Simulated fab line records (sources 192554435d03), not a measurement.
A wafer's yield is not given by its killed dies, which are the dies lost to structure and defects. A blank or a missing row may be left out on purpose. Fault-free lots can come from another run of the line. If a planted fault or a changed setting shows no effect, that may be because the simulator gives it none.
The same fault as seen by 2 desks + flow n5-finfet + numbers are kept per desk, each desk with only its own; the story behind them comes last

== FROM THE METROLOGY DESK ==
What the gauges read, lot by lot, whatever tool the lot ran on: means of the sampled wafers that have a number. The brackets show how far a lot's mean lies from the usual mean; more than 4 standard deviations puts the lot out of limits, marked OUT.
Columns: A = trench-depth-nm at N5_BEOL_M12_OCD_MEAS_35, usual 317 nm
| lot  | first seen here | A   |
|------|-----------------|-----|
| L389 | day 12 03:37    | 320 |
| L391 | day 12 20:14    | 320 |
| L393 | day 13 06:04    | 315 |
| L396 | day 14 01:47    | 315 |
| L404 | day 16 01:26    | 317 |
| L405 | day 17 00:01    | 320 |
This desk's finding: nothing out of limits on any of the 6 lots.

== DESK OF THE TOOL OWNER: pvd-sputter-02 ==
The tool's own readings at N5_BEOL_M12_SPUTTER_44 (material Ta, target thk 10 nm, time 16.13 s): means of the sampled wafers that have a number, for each lot that ran on this tool. The brackets show how far a lot's mean lies from the usual mean; more than 4 standard deviations puts the lot out of limits, marked OUT.
Columns: A = chamber-pressure-pa at N5_BEOL_M12_SPUTTER_44, usual 0.07 Pa; B = throttle-valve-pct at N5_BEOL_M12_SPUTTER_44, usual 29.7 %
| lot  | first seen here | A    | B    |
|------|-----------------|------|------|
| L391 | day 12 21:47    | 0.07 | 29.8 |
| L393 | day 13 06:54    | 0.07 | 29.4 |
| L404 | day 16 02:26    | 0.07 | 29.5 |
This desk's finding: nothing out of limits on any of the 3 lots.

== TAKEN TOGETHER ==
At the metrology desk, nothing out of limits was observed.
The tool owner's desk saw nothing out of limits.

== WHAT THE SIMULATOR PUT IN ==
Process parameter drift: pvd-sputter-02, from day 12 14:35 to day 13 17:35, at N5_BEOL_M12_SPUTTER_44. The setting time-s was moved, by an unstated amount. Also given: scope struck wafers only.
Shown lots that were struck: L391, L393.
